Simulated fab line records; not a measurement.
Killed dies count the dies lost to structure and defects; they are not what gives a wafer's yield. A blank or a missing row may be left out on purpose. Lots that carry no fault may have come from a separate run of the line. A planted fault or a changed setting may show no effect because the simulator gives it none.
A single fault, viewed from 2 desks    flow n5 finfet    what lay behind the numbers comes last; until then each desk has only its own

## THE TOOL OWNER'S DESK: cmp-04
The tool's own readings at N5_MOL_CONTACT_COAG_CMP_28 (polishes, stops on SiNx, t overpolish 0.85 s, target thk 14.522 nm): means of the sampled wafers that have a number, for each lot that ran on this tool. Any lot whose mean is over 4 standard deviations away from the usual mean is out of limits and marked OUT; that distance is given in the brackets.
Columns: A = edge zone pressure frac at N5_MOL_CONTACT_COAG_CMP_28, usual 0.999; B = head pressure psi at N5_MOL_CONTACT_COAG_CMP_28, usual 4.150 psi; C = motor current A at N5_MOL_CONTACT_COAG_CMP_28, usual 12.5 A; D = retaining ring pressure frac at N5_MOL_CONTACT_COAG_CMP_28, usual 1.000; E = time to endpoint s at N5_MOL_CONTACT_COAG_CMP_28, usual 3.3 s
lot   first seen here  A      B      C     D      E
L291  day 6 05:09      0.997  4.156  12.6  1.000  2.7
L294  day 6 15:34      1.003  4.159  13.4  0.997  6.9
L298  day 8 03:55      0.997  4.154  12.5  0.999  4.0
L309  day 10 12:22     1.002  4.144  13.0  1.002  5.6
L310  day 10 20:26     0.998  4.146  11.9  1.002  4.7
Result from this desk: across the 5 lots, nothing is out of limits.

## THE METROLOGY DESK
Means of the sampled wafers that have a number, per lot and without regard to the tool the lot ran on: this is what the gauges read. Any lot whose mean is over 4 standard deviations away from the usual mean is out of limits and marked OUT; that distance is given in the brackets. Only the readings that lie furthest out on some lot appear, 7 of the 10 it has.
Columns: A = DIBL_N at N5_BEOL_M4_RC_MEAS_101, usual 36.5 mV/V; B = DIBL_P at N5_BEOL_M4_RC_MEAS_101, usual 36.9 mV/V; C = IOFF_N at N5_BEOL_M4_RC_MEAS_101, usual 0.17 nA/um; D = IOFF_P at N5_BEOL_M4_RC_MEAS_101, usual 0.22 nA/um; E = ION_N at N5_BEOL_M4_RC_MEAS_101, usual 671 uA/um; F = SS_N at N5_BEOL_M4_RC_MEAS_101, usual 71.6 mV/dec; G = SS_P at N5_BEOL_M4_RC_MEAS_101, usual 73.5 mV/dec
lot   first seen here  A     B     C     D     E    F     G
L291  day 9 17:33      34.5  34.1  0.13  0.17  646  71.6  72.5
L294  day 10 03:28     35.7  34.8  0.14  0.22  660  71.4  73.5
L299  day 11 18:34     35.3  36.4  0.17  0.23  670  71.5  73.0
L298  day 11 20:53     36.2  35.3  0.15  0.17  662  71.3  73.1
L306  day 13 09:28     35.5  35.8  0.15  0.18  660  71.6  73.2
L309  day 14 05:49     37.1  37.9  0.16  0.22  669  71.3  73.9
L310  day 15 04:48     41.2  43.5  0.26  0.31  686  72.8  74.8
Result from this desk: across the 7 lots, nothing is out of limits.

## TAKEN TOGETHER
The desk of the tool owner found nothing out of limits.
From the metrology desk's view, nothing was out of limits.

## WHAT THE SIMULATOR PUT IN
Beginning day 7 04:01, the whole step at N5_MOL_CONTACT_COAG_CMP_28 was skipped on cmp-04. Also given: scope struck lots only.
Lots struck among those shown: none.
